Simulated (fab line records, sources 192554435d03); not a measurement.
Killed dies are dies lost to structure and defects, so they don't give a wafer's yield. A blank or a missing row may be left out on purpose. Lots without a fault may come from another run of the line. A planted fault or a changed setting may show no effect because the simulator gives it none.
Chamber matching | flow n5_finfet | N5_GATE_CUT_DESCUM_18 on rie_diel-05: 4 sister chambers
The step chemistry O2, time 7 s. 18 wafers are shown with their chamber, then 9 later ones without.

WAFERS WITH THEIR CHAMBER
wafer  | chamber | showerhead_plenum_p_Torr (Torr) | drypump_motor_current_A (A) | throttle_valve_pct (%)
L078.1 | 1       | 2.24                            | 5.9                         | 20.69
L078.3 | 0       | 2.18                            | 4.7                         | 20.67
L078.5 | 2       | 2.04                            | 5.6                         | 20.62
L081.2 | 0       | 2.18                            | 4.7                         | 20.69
L081.3 | 1       | 2.24                            | 5.9                         | 20.69
L081.5 | 3       | 2.03                            | 5.0                         | 20.16
L086.2 | 0       | 2.18                            | 4.7                         | 20.69
L086.3 | 2       | 2.03                            | 5.5                         | 20.64
L086.4 | 3       | 2.03                            | 5.0                         | 20.18
L088.3 | 3       | 2.03                            | 5.0                         | 20.20
L088.5 | 2       | 2.03                            | 5.5                         | 20.65
L088.6 | 1       | 2.23                            | 5.9                         | 20.72
L090.1 | 1       | 2.23                            | 5.8                         | 20.71
L090.2 | 0       | 2.17                            | 4.7                         | 20.70
L090.6 | 1       | 2.23                            | 5.9                         | 20.71
L092.1 | 2       | 2.03                            | 5.5                         | 20.65
L092.3 | 1       | 2.23                            | 5.9                         | 20.74
L092.6 | 1       | 2.23                            | 5.8                         | 20.74

SIGNATURES (means of the wafers above)
reading                  | chamber 0 | chamber 1 | chamber 2 | chamber 3 | scatter within a chamber
showerhead_plenum_p_Torr | 2.1775    | 2.2329    | 2.0325    | 2.0300    | 0.00457
drypump_motor_current_A  | 4.700     | 5.871     | 5.525     | 5.000     | 0.0394
throttle_valve_pct       | 20.6875   | 20.7143   | 20.6400   | 20.1800   | 0.0178
Rule: a wafer's distance from a chamber is the root of the sum, over the readings, of the square of ((its reading less the chamber's mean) divided by the reading's scatter). The wafer belongs to the nearest chamber; if the next one is less than 2 further off, it can't be placed. The scatter: the root of (the sum of the squares of (reading less its chamber's mean) over the shown wafers, divided by (wafers less chambers)).

WAFERS WITHOUT THEIR CHAMBER
wafer  | showerhead_plenum_p_Torr (Torr) | drypump_motor_current_A (A) | throttle_valve_pct (%)
L094.2 | 2.03                            | 5.5                         | 20.64
L094.3 | 2.02                            | 5.0                         | 20.20
L094.6 | 2.02                            | 5.0                         | 20.19
L095.1 | 2.17                            | 4.7                         | 20.72
L095.2 | 2.02                            | 5.0                         | 20.19
L095.3 | 2.23                            | 5.9                         | 20.71
L095.4 | 2.03                            | 5.5                         | 20.65
L095.5 | 2.23                            | 5.9                         | 20.73
L095.6 | 2.17                            | 4.7                         | 20.72

WHICH CHAMBER EACH WENT THROUGH
wafer  | from the rows above | in truth
L094.2 | 2                   | 2
L094.3 | 3                   | 3
L094.6 | 3                   | 3
L095.1 | 0                   | 0
L095.2 | 3                   | 3
L095.3 | 1                   | 1
L095.4 | 2                   | 2
L095.5 | 1                   | 1
L095.6 | 0                   | 0
Placed correctly: 9 of 9. Can't be placed from these rows: 0. Placed wrongly: 0.
